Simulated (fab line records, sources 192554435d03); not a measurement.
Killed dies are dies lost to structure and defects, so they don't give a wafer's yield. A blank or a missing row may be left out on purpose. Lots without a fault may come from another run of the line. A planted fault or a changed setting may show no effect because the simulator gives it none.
fab line records | flow n5_finfet
record lots=7 wafers=21
route steps=1938 shown WELL_APT@21 FIN_SAQP@133 DUMMY_GATE@220 SD_EPI_N@267 SD_EPI_P@321 SD_ACTIVATION@331 SDB@373 GATE_CUT@490
start_h: hours from the record's first day to the start of the lot's first wafer shown | wait_h: hours since the lot's step before | " the same as in the row above | L1.1+2: a row that stands for several wafers | - no value, or no start given | * or withheld: withheld | < > ~ a bound
route shown NAME@n: a module of which the file shows steps, and the number in the route of the first | usual: mean/standard deviation of fault-free wafers | same: alike in all rows | chamber/n: place in a boat | sites: the reading at each site | _std_site: their standard deviation | _edge_site: outer sites' mean less inner sites' | radius_mm: how far each site lies from the wafer's centre | mask NAME#n: copy n | behind: the tool/chamber that last shaped the wafer | hold: why the lot was held/for how many hours/how that ended | device: the transistor (n, p or np) that didn't switch | end of line: the same wafers' tests at the end of the route | a step without rows: its recipe alone | killed: dies lost to structure and defects at the first sort, not the wafer's yield | map: a wafer's dies, x killed, . not, _ none there
set.NAME: the setting as run; set.NAME@STEP: as run at that earlier step | model.NAME: the simulator's own value behind a step, which no gauge read
lots whose settings were changed on purpose; a table a step, a row a wafer
## steps
# step N5_WELL_APT_COAT_02
# recipe spin_rpm=1357 resist_thk_nm=950
# columns lot.wafer tool chamber start_h wait_h set.spin_rpm model.coat_of_WELL_APT_COAT_02.thk_nm
L074.1 litho_track-03 0 - - 1450 916.2
L074.2 " 0 " " 1357 947.6
L074.3 " 0 " " 1357 948.2
L079.3 litho_track-01 0 - - 1441 926.6
L079.5 " 0 " " 1357 955
L079.6 " 0 " " 1441 925.3
L084.1 litho_track-04 0 - - 1357 950.6
L084.2 " 0 " " 1318 966.9
L084.5 " 0 " " 1357 951.4
L087.3 litho_track-03 0 - - 1414 929.5
L087.5 " 0 " " 1357 948.5
L087.6 " 0 " " 1357 950.3
L088.1 litho_track-03 0 - - 1357 943
L088.2 " 0 " " 1441 920.5
L088.3 " 0 " " 1441 918.5
L092.4 litho_track-01 0 - - 1446 918.7
L092.5 " 0 " " 1357 947.1
L092.6 " 0 " " 1446 918.1
L095.2 litho_track-04 0 - - 1357 951.3
L095.3 " 0 " " 1357 957
L095.6 " 0 " " 1357 950.9
# step N5_WELL_APT_DESCUM_13
# recipe chemistry=O2 time_s=7.9 source_power_w=50 bias_power_w=20 pressure_mtorr=20 rf_frequency_hz=2.712e+07 temp_c=40 o2_flow_sccm=225
# columns lot.wafer tool chamber start_h wait_h set.time_s set.spin_rpm@WELL_APT_COAT_02 model.coat_of_WELL_APT_COAT_02.thk_nm
L074.1 rie_diel-03 2 13.66 0.0 8.493 1450 897.9
L074.2 " 3 " " 7.9 1357 929.5
L074.3 " 0 " " 7.9 1357 930.1
L079.3 rie_diel-03 2 44.05 0.0 7.371 1441 908.8
L079.5 " 1 " " 7.9 1357 936.9
L079.6 " 2 " " 7.9 1441 907.2
L084.1 rie_diel-06 0 74.17 0.4 7.9 1357 932.4
L084.2 " 2 " " 8.575 1318 948.4
L084.5 " 0 " " 7.9 1357 933.2
L087.3 rie_diel-06 3 91.84 0.0 7.9 1414 911.3
L087.5 " 1 " " 7.9 1357 930.3
L087.6 " 0 " " 7.9 1357 932.1
L088.1 rie_diel-03 2 97.67 0.0 9.459 1357 924.2
L088.2 " 3 " " 9.459 1441 901.6
L088.3 " 1 " " 7.9 1441 900.5
L092.4 rie_diel-03 1 121.78 0.0 7.9 1446 900.7
L092.5 " 2 " " 7.9 1357 929
L092.6 " 1 " " 7.185 1446 900.4
L095.2 rie_diel-06 2 140.06 0.0 7.9 1357 933.1
L095.3 " 3 " " 7.9 1357 938.8
L095.6 " 3 " " 7.9 1357 932.7
# step N5_FIN_SAQP_COAT_68
# recipe resist=SOC temp_c=250 time_s=60 spin_rpm=1500 resist_thk_nm=100
# columns lot.wafer tool chamber start_h wait_h set.spin_rpm model.SOC_of_FIN_SAQP_COAT_68.thk_nm
L074.1 litho_track-05 0 25.19 0.3 1500 99.8
L074.2 " 0 " " 1388 104
L074.3 " 0 " " 1388 103.8
L079.3 litho_track-05 0 54.62 0.2 1500 100
L079.5 " 0 " " 1500 99.8
L079.6 " 0 " " 1340 106
L084.1 litho_track-05 0 85.28 0.3 1355 105
L084.2 " 0 " " 1500 99.8
L084.5 " 0 " " 1500 100
L087.3+5 litho_track-03 0 102.32 0.2 1362 105
L087.6 " 0 " " 1362 105.2
L088.1+3 litho_track-01 0 108.11 0.3 1500 100.2
L088.2 " 0 " " 1500 99.8
L092.4+5 litho_track-05 0 132.32 0.2 1500 100
L092.6 " 0 " " 1614 96.4
L095.2 litho_track-05 0 151.89 0.3 1500 100
L095.3 " 0 " " 1500 99.8
L095.6 " 0 " " 1500 100.2
# step N5_DUMMY_GATE_HM_DEP_06
# recipe material=SiNx target_thk_a=800 precursor=DCS/NH3 temp_c=700 pressure_mtorr=300 time_s=5141
# columns lot.wafer tool chamber start_h wait_h set.time_s model.SiNx_of_DUMMY_GATE_HM_DEP_06.thk_nm
L074.1 - - - 0.0 5141 80.4
L074.2 " - " " 5141 81
L074.3 " - " " 5141 81.6
L079.3+5 - - - 0.0 5822 90
L079.6 " - " " 5822 89.8
L084.1 - - - 0.0 5792 88.4
L084.2 " - " " 5792 88.6
L084.5 " - " " 5792 89
L087.3 - - - 0.0 4482 68
L087.5 " - " " 4482 69
L087.6 " - " " 4482 68.4
L088.1+3 - - - 0.0 5911 91
L088.2 " - " " 5911 91.2
L092.4 - - - 0.0 5512 86.2
L092.5+6 " - " " 5512 86.6
L095.2 lpcvd-01 0/45 172.95 0.0 5141 79
L095.3 " 0/50 " " 5141 79.2
L095.6 " 0/64 " " 5141 80.4
# step N5_DUMMY_GATE_COAT_28
# recipe resist=underlayer temp_c=205 time_s=60 spin_rpm=1500 resist_thk_nm=10
# columns lot.wafer tool chamber start_h wait_h set.spin_rpm model.underlayer_of_DUMMY_GATE_COAT_28.thk_nm
L074.1+3 litho_track-03 0 - - 1500 10
L074.2 " 0 " " 1573 9.8
L079.3+5 litho_track-05 0 - - 1500 10
L079.6 " 0 " " 1603 9.6
L084.1+5 litho_track-05 0 - - 1500 10
L084.2 " 0 " " 1369 10.4
L087.3 litho_track-02 0 - - 1500 10
L087.5+6 " 0 " " 1563 9.8
L088.1+2+3 litho_track-02 0 - - 1500 10
L092.4+5+6 litho_track-02 0 - - 1500 10
L095.2+3+6 litho_track-02 0 - - 1500 10
# step N5_SD_EPI_N_EXPOSE_06
# recipe mask_id=SD_N_BLK na=1.35 source_shape=conventional sigma_outer=0.8 polarization=unpolarized target_cd_nm=120 dose_mj=39.75
# columns lot.wafer tool chamber start_h wait_h mask set.dose_mj
L074.1+2+3 arfi_scanner-01 0 49.92 - SD_N_BLK#0 39.75
L079.3+6 arfi_scanner-02 0 77.46 - SD_N_BLK#0 42.35
L079.5 " 0 " " SD_N_BLK#0 39.75
L084.1+5 arfi_scanner-02 0 110.89 - SD_N_BLK#0 40.83
L084.2 " 0 " " SD_N_BLK#0 39.75
L087.3+6 arfi_scanner-01 0 126.10 - SD_N_BLK#0 39.75
L087.5 " 0 " " SD_N_BLK#0 38.7
L088.1+3 arfi_scanner-03 0 130.44 - SD_N_BLK#0 38.93
L088.2 " 0 " " SD_N_BLK#0 39.75
L092.4+5 arfi_scanner-01 0 156.99 - SD_N_BLK#0 42.21
L092.6 " 0 " " SD_N_BLK#0 39.75
L095.2+3+6 arfi_scanner-01 0 182.72 - SD_N_BLK#0 39.75
# step N5_SD_EPI_N_PEB_07
# recipe peb_temp_c=110 peb_time_s=60 resist=CAR-ArF-block
# step N5_SD_EPI_N_DEVELOP_08
# recipe develop_time_s=30 developer=TMAH resist=CAR-ArF-block dev_temp_c=23 rinse_liquid=diw dry=air_spin
# step N5_SD_EPI_N_CD_MEAS_09
# recipe target_cd_nm=120 landing_energy_ev=500 detector=se_inlens
# usual cd_nm=120.1/0.63
# columns lot.wafer tool chamber start_h wait_h set.dose_mj@SD_EPI_N_EXPOSE_06 cd_nm
L074.1 cd_sem-02 0 50.05 - 39.75 119.9
L074.2 " 0 " " 39.75 120.5
L074.3 " 0 " " 39.75 119.6
L079.3 cd_sem-03 0 77.57 - 42.35 124.5
L079.5 " 0 " " 39.75 120.3
L079.6 " 0 " " 42.35 124.9
L084.1 cd_sem-02 0 111.01 - 40.83 121.5
L084.2 " 0 " " 39.75 121.0
L084.5 " 0 " " 40.83 121.0
L087.3 cd_sem-02 0 126.21 - 39.75 119.8
L087.5 " 0 " " 38.7 117.8
L087.6 " 0 " " 39.75 118.6
L088.1 cd_sem-03 0 130.56 - 38.93 118.9
L088.2 " 0 " " 39.75 120.4
L088.3 " 0 " " 38.93 119.2
L092.4 cd_sem-01 0 157.10 - 42.21 124.9
L092.5 " 0 " " 42.21 124.2
L092.6 " 0 " " 39.75 121.1
L095.2 cd_sem-03 0 182.84 - 39.75 119.8
L095.3 " 0 " " 39.75 118.8
L095.6 " 0 " " 39.75 121.1
# step N5_SD_EPI_N_DESCUM_14
# recipe chemistry=O2 time_s=7.9 source_power_w=50 bias_power_w=20 pressure_mtorr=20 rf_frequency_hz=2.712e+07 temp_c=40 resist=CAR-ArF-block o2_flow_sccm=225
# columns lot.wafer tool chamber start_h wait_h set.dose_mj@SD_EPI_N_EXPOSE_06 model.SD_EPI_N.cd_nm
L074.1+2 rie_diel-06 3,2 50.66 0.6 39.75 120.4
L074.3 " 0 " " 39.75 119.8
L079.3 rie_diel-03 3 77.66 0.0 42.35 124.2
L079.5 " 1 " " 39.75 120.6
L079.6 " 0 " " 42.35 125.2
L084.1 rie_diel-06 2 111.10 0.0 40.83 121.4
L084.2 " 3 " " 39.75 120.8
L084.5 " 0 " " 40.83 120.8
L087.3 rie_diel-01 3 126.51 0.2 39.75 -
L087.5 " 1 " " 38.7 117.8
L087.6 " 2 " " 39.75 118.8
L088.1 rie_diel-06 0 130.72 0.1 38.93 119
L088.2 " 2 " " 39.75 120.4
L088.3 " 3 " " 38.93 119.2
L092.4 rie_diel-06 2 157.25 0.1 42.21 124.6
L092.5 " 3 " " 42.21 124.2
L092.6 " 2 " " 39.75 121
L095.2 rie_diel-03 3 183.39 0.5 39.75 119.8
L095.3 " 2 " " 39.75 118.6
L095.6 " 1 " " 39.75 120.6
# step N5_SD_EPI_N_ETCH_34
# recipe chemistry=CF4 target=SiARC target_depth_a=455 mask_material=CAR-ArF-block time_s=75.8 ion_energy_ev=80 pressure_mtorr=40 source_w=545 bias_w=36 Ar_flow_sccm=100 cf4_flow_sccm=100 ends=cleared
# columns lot.wafer tool chamber start_h wait_h set.dose_mj@SD_EPI_N_EXPOSE_06 model.SD_EPI_N.cd_nm
L074.1+2 rie_diel-06 3,2 50.69 0.0 39.75 120.8
L074.3 " 0 " " 39.75 120
L079.3 rie_diel-03 3 77.69 0.0 42.35 124
L079.5 " 1 " " 39.75 120.2
L079.6 " 0 " " 42.35 125.2
L084.1 rie_diel-06 2 111.14 0.0 40.83 121.8
L084.2 " 3 " " 39.75 121
L084.5 " 0 " " 40.83 121
L087.3 rie_diel-01 3 126.55 0.0 39.75 119.8
L087.5 " 1 " " 38.7 117.4
L087.6 " 2 " " 39.75 118.8
L088.1 rie_diel-06 0 130.75 0.0 38.93 119
L088.2 " 2 " " 39.75 120.6
L088.3 " 3 " " 38.93 119.4
L092.4 rie_diel-06 2 157.28 0.0 42.21 124.8
L092.5 " 3 " " 42.21 124.4
L092.6 " 2 " " 39.75 121.2
L095.2 rie_diel-03 3 183.42 0.0 39.75 119.6
L095.3 " 2 " " 39.75 118.6
L095.6 " 1 " " 39.75 120.8
# step N5_SD_EPI_P_EPI_21
# recipe material=SiGe:B dopant=B temp_c=550 pressure_torr=20 ambient=H2 time_s=355
# columns lot.wafer tool chamber start_h wait_h set.temp_c model.SiGe-B_of_SD_EPI_P_EPI_21.thk_nm
L074.1 epi_rpcvd-04 0 57.41 0.1 550 60.6
L074.2 " 0 " " 550 62.2
L074.3 " 0 " " 550 60.8
L079.3 epi_rpcvd-02 0 84.77 0.8 547.4 57.4
L079.5 " 0 " " 550 61.6
L079.6 " 0 " " 547.4 58.2
L084.1+2 epi_rpcvd-04 0 117.18 0.1 550 61.2
L084.5 " 0 118.62 1.5 550 61.4
L087.3 epi_rpcvd-04 0 133.10 0.8 550 60.2
L087.5 " 0 " " 548.7 58.8
L087.6 " 0 " " 550 59.8
L088.1 epi_rpcvd-01 0 136.43 0.1 551.6 63.6
L088.2 " 0 " " 550 62.4
L088.3 " 0 " " 550 61.6
L092.4 epi_rpcvd-02 0 164.14 1.1 550 61
L092.5 " 0 " " 550 60.4
L092.6 " 0 " " 550 61.4
L095.2 epi_rpcvd-01 0 190.04 0.5 550 61.8
L095.3+6 " 0 " " 550 62.2
# step N5_SD_EPI_P_HM_STRIP_48
# recipe chemistry=H3PO4 temp_c=160 material=SiNx target=SiNx target_depth_a=30 overetch_fraction=0.3
# columns lot.wafer tool chamber start_h wait_h set.temp_c@SD_EPI_P_EPI_21 model.SiGe-B_of_SD_EPI_P_EPI_21.thk_nm
L074.1+3 wet_bench-05 7,1 59.64 0.0 550 60.4
L074.2 " 0 " " 550 61.8
L079.3 wet_bench-05 3 86.28 0.0 547.4 57.2
L079.5 " 2 " " 550 61.2
L079.6 " 1 " " 547.4 57.8
L084.1 wet_bench-05 0 119.41 0.0 550 60.8
L084.2 " 1 " " 550 61
L084.5 " 2 " " 550 61.2
L087.3 wet_bench-02 1 134.61 0.0 550 60
L087.5 " 0 " " 548.7 58.6
L087.6 " 6 " " 550 59.4
L088.1 wet_bench-05 2 138.66 0.0 551.6 63.4
L088.2 " 1 " " 550 62.2
L088.3 " 5 " " 550 61.4
L092.4 wet_bench-05 1 165.32 0.0 550 60.8
L092.5 " 5 " " 550 60.2
L092.6 " 6 " " 550 61.2
L095.2 wet_bench-02 3 191.92 0.0 550 61.4
L095.3+6 " 1,4 " " 550 61.8
# step N5_SD_ACTIVATION_LSA_01
# recipe temp_c=1080 time_s=0.0008 ambient=N2
# usual wafer_temp_C_max=1086.0/1.4
# columns lot.wafer tool chamber start_h wait_h set.temp_c wafer_temp_C_max
L074.1 laser_anneal-02 0 60.30 0.3 1080 1085.6
L074.2 " 0 " " 1080 1086.2
L074.3 " 0 " " 1080 1088.4
L079.3 laser_anneal-02 0 86.86 0.2 1051 1057.3
L079.5 " 0 " " 1080 1086.3
L079.6 " 0 " " 1080 1085.5
L084.1 laser_anneal-01 0 119.78 0.2 1080 1084.7
L084.2 " 0 " " 1080 1085.4
L084.5 " 0 " " 1114 1120.0
L087.3 laser_anneal-02 0 135.04 0.2 1080 1085.4
L087.5 " 0 " " 1080 1088.9
L087.6 " 0 " " 1114 1122.6
L088.1 laser_anneal-01 0 139.04 0.2 1080 1085.5
L088.2 " 0 " " 1080 1084.8
L088.3 " 0 " " 1090 1095.7
L092.4 laser_anneal-02 0 165.89 0.2 1080 1084.9
L092.5 " 0 " " 1114 1119.5
L092.6 " 0 " " 1114 1120.0
L095.2 laser_anneal-02 0 192.31 0.2 1080 1088.6
L095.3 " 0 " " 1080 1086.3
L095.6 " 0 " " 1080 1087.3
# step N5_SD_ACTIVATION_RS_MEAS_03
# recipe thk_meas_gauge=four-point-probe
# usual RS_SD_N=22.0/0.3 RS_SD_P=56.1/0.75
# columns lot.wafer tool chamber start_h wait_h set.temp_c@SD_ACTIVATION_LSA_01 RS_SD_N[ohm/sq] RS_SD_P[ohm/sq]
L074.1 film_metro-02 - 60.50 0.2 1080 21.8 56.9
L074.2 " - " " 1080 21.6 55.3
L074.3 " - " " 1080 21.8 56.7
L079.3 film_metro-02 - 87.05 0.2 1051 24.5 62.0
L079.5 " - " " 1080 21.9 56.4
L079.6 " - " " 1080 21.7 60.3
L084.1 film_metro-01 - 119.98 0.2 1080 22.1 55.9
L084.2 " - " " 1080 22.2 55.9
L084.5 " - " " 1114 18.9 56.9
L087.3 film_metro-02 - 135.23 0.2 1080 21.9 56.4
L087.5 " - " " 1080 21.8 58.2
L087.6 " - " " 1114 18.7 57.8
L088.1 film_metro-01 - 139.24 0.2 1080 22.1 53.7
L088.2 " - " " 1080 21.9 55.2
L088.3 " - " " 1090 21.0 56.2
L092.4 film_metro-01 - 166.06 0.1 1080 22.6 57.4
L092.5 " - " " 1114 18.9 58.5
L092.6 " - " " 1114 18.7 57.5
L095.2 film_metro-02 - 192.51 0.2 1080 21.7 55.8
L095.3 " - " " 1080 21.8 55.6
L095.6 " - " " 1080 22.1 55.4
# step N5_SDB_ALD_29
# recipe material=SiNx target_thk_a=300 temp_c=400 ald_precursor_family=SiH2I2 ald_co_reactant=N2/H2-plasma pulse_time_s=1 ald_cycles=600 purge_time_s=2 co_reactant_purge_time_s=2 pressure_torr=2
# columns lot.wafer tool chamber start_h wait_h set.ald_cycles model.SiNx_of_SDB_ALD_29.thk_nm
L074.1 ald_sin-03 2 69.39 0.0 600 29.8
L074.2 " 1 " " 692 34.6
L074.3 " 0 " " 600 30
L079.3 ald_sin-04 0 95.37 0.0 531 26.8
L079.5+6 " 0,3 96.72 1.4 531 26.6
L084.1+5 ald_sin-01 1 128.66 0.0 641 32
L084.2 " 0 " " 600 30
L087.3 ald_sin-04 0 143.41 0.0 530 26.8
L087.5 " 3 144.77 1.4 530 26.4
L087.6 " 2 " " 600 30.2
L088.1 ald_sin-03 3 149.03 0.3 527 26.2
L088.2 " 0 " " 600 29.8
L088.3 " 1 " " 527 26.4
L092.4 ald_sin-04 2 173.87 0.0 600 30
L092.5 " 0 175.22 1.4 686 34.2
L092.6 " 1 " " 686 34.4
L095.2+6 ald_sin-01 0,1 201.03 0.0 600 30
L095.3 " 3 " " 600 30.2
# step N5_GATE_CUT_DESCUM_18
# recipe chemistry=O2 time_s=7 source_power_w=50 bias_power_w=20 pressure_mtorr=20 rf_frequency_hz=2.712e+07 temp_c=40 resist=CAR-EUV o2_flow_sccm=225
# columns lot.wafer tool chamber start_h wait_h set.time_s model.CAR-EUV_of_GATE_CUT_COAT_07.thk_nm
L074.1+2 rie_diel-05 3,2 86.75 0.0 5.781 26.6
L074.3 " 0 " " 7 26
L079.3 rie_diel-04 2 112.39 0.0 7 26
L079.5 " 3 " " 6.489 26.4
L079.6 " 0 " " 6.489 26.2
L084.1 rie_diel-05 2 145.45 0.2 5.504 26.8
L084.2 " 3 " " 7 26.2
L084.5 " 2 " " 7 26
L087.3+6 rie_diel-05 3,1 160.00 0.0 8.501 25.4
L087.5 " 2 " " 7 26
L088.1 rie_diel-04 3 166.21 0.0 6.392 26.4
L088.2+3 " 1,2 " " 7 26.2
L092.4 rie_diel-02 2 191.00 0.0 7 26.4
L092.5+6 " 2,1 " " 7 26.2
L095.2+3 rie_diel-04 3,0 217.50 0.0 7 26.2
L095.6 " 0 " " 7 26.4
# step N5_GATE_CUT_ETCH_28
# recipe chemistry=N2/H2 target=underlayer target_depth_a=130 mask_material=CAR-EUV time_s=10.4 ion_energy_ev=200 pressure_mtorr=30 source_w=840 bias_w=150 n2_flow_sccm=200 h2_flow_sccm=200 ends=cleared
# columns lot.wafer tool chamber start_h wait_h set.time_s@GATE_CUT_DESCUM_18 model.CAR-EUV_of_GATE_CUT_COAT_07.thk_nm
L074.1 rie_diel-05 3 86.78 0.0 5.781 15.2
L074.2 " 2 " " 5.781 15
L074.3 " 0 " " 7 14.6
L079.3 rie_diel-04 2 112.42 0.0 7 14.6
L079.5+6 " 3,0 " " 6.489 14.8
L084.1 rie_diel-05 2 145.49 0.0 5.504 15.2
L084.2 " 3 " " 7 14.6
L084.5 " 2 " " 7 14.4
L087.3 rie_diel-05 3 160.03 0.0 8.501 13.8
L087.5 " 2 " " 7 14.4
L087.6 " 1 " " 8.501 14
L088.1 rie_diel-04 3 166.24 0.0 6.392 15
L088.2+3 " 1,2 " " 7 14.8
L092.4 rie_diel-02 2 191.03 0.0 7 15
L092.5 " 2 " " 7 14.8
L092.6 " 1 " " 7 14.6
L095.2+3+6 rie_diel-04 3,0,0 217.54 0.0 7 14.8
# step N5_GATE_CUT_ETCH_36
# recipe chemistry=CF4 target=SiARC target_depth_a=130 mask_material=CAR-EUV time_s=21.7 ion_energy_ev=80 pressure_mtorr=40 source_w=545 bias_w=36 Ar_flow_sccm=100 cf4_flow_sccm=100 ends=cleared
# columns lot.wafer tool chamber start_h wait_h set.cf4_flow_sccm set.time_s@GATE_CUT_DESCUM_18 model.CAR-EUV_of_GATE_CUT_COAT_07.thk_nm
L074.1 rie_diel-05 3 86.80 0.0 100 5.781 7.6
L074.2 " 2 " " 100 5.781 7.4
L074.3 " 0 " " 100 7 7
L079.3 rie_diel-04 2 112.44 0.0 100 7 6.8
L079.5+6 " 3,0 " " 100 6.489 7.2
L084.1 rie_diel-05 2 145.51 0.0 82.29 5.504 7.6
L084.2 " 3 " " 100 7 7
L084.5 " 2 " " 82.29 7 6.8
L087.3+6 rie_diel-05 3,1 160.05 0.0 91.95 8.501 6.2
L087.5 " 2 " " 100 7 6.8
L088.1 rie_diel-04 3 166.26 0.0 100 6.392 7.2
L088.2 " 1 " " 85.43 7 7.2
L088.3 " 2 " " 85.43 7 7
L092.4+5 rie_diel-02 2 191.05 0.0 93.6 7 7.2
L092.6 " 1 " " 93.6 7 7
L095.2+3+6 rie_diel-04 3,0,0 217.56 0.0 100 7 7.2
## key
split step=N5_WELL_APT_COAT_02 setting=spin_rpm stated=1357 by=wafer
response step=N5_WELL_APT_COAT_02 reading=model.coat_of_WELL_APT_COAT_02.thk_nm change=-4.46 per=1% r=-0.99
response step=N5_WELL_APT_DESCUM_13 reading=model.coat_of_WELL_APT_COAT_02.thk_nm change=-4.44 per=1% r=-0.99
split step=N5_WELL_APT_DESCUM_13 setting=time_s stated=7.9 by=wafer
response none clear
split step=N5_FIN_SAQP_COAT_68 setting=spin_rpm stated=1500 by=wafer
response step=N5_FIN_SAQP_COAT_68 reading=model.SOC_of_FIN_SAQP_COAT_68.thk_nm change=-0.537 per=1% r=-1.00
split step=N5_DUMMY_GATE_HM_DEP_06 setting=time_s stated=5141 by=lot
response step=N5_DUMMY_GATE_HM_DEP_06 reading=model.SiNx_of_DUMMY_GATE_HM_DEP_06.thk_nm change=+0.793 per=1% r=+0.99
split step=N5_DUMMY_GATE_COAT_28 setting=spin_rpm stated=1500 by=wafer
response step=N5_DUMMY_GATE_COAT_28 reading=model.underlayer_of_DUMMY_GATE_COAT_28.thk_nm change=-0.0489 per=1% r=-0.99
split step=N5_SD_EPI_N_EXPOSE_06 setting=dose_mj stated=39.75 by=wafer
response step=N5_SD_EPI_N_CD_MEAS_09 reading=cd_nm change=+0.577 per=1% r=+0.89
response step=N5_SD_EPI_N_DESCUM_14 reading=model.SD_EPI_N.cd_nm change=+0.545 per=1% r=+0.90
response step=N5_SD_EPI_N_ETCH_34 reading=model.SD_EPI_N.cd_nm change=+0.59 per=1% r=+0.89
split step=N5_SD_EPI_P_EPI_21 setting=temp_c stated=550 by=wafer
response step=N5_SD_EPI_P_EPI_21 reading=model.SiGe-B_of_SD_EPI_P_EPI_21.thk_nm change=+6.99 per=1% r=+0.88
response step=N5_SD_EPI_P_HM_STRIP_48 reading=model.SiGe-B_of_SD_EPI_P_EPI_21.thk_nm change=+6.8 per=1% r=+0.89
split step=N5_SD_ACTIVATION_LSA_01 setting=temp_c stated=1080 by=wafer
response step=N5_SD_ACTIVATION_LSA_01 reading=wafer_temp_C_max change=* per=1% r=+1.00
response step=N5_SD_ACTIVATION_RS_MEAS_03 reading=RS_SD_N change=-1.07 per=1% r=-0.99
split step=N5_SDB_ALD_29 setting=ald_cycles stated=600 by=wafer
response step=N5_SDB_ALD_29 reading=model.SiNx_of_SDB_ALD_29.thk_nm change=+0.301 per=1% r=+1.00
split step=N5_GATE_CUT_DESCUM_18 setting=time_s stated=7 by=wafer
response step=N5_GATE_CUT_DESCUM_18 reading=model.CAR-EUV_of_GATE_CUT_COAT_07.thk_nm change=-0.0313 per=1% r=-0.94
response step=N5_GATE_CUT_ETCH_28 reading=model.CAR-EUV_of_GATE_CUT_COAT_07.thk_nm change=-0.0279 per=1% r=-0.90
response step=N5_GATE_CUT_ETCH_36 reading=model.CAR-EUV_of_GATE_CUT_COAT_07.thk_nm change=-0.0299 per=1% r=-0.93
split step=N5_GATE_CUT_ETCH_36 setting=cf4_flow_sccm stated=100 by=wafer
response none clear
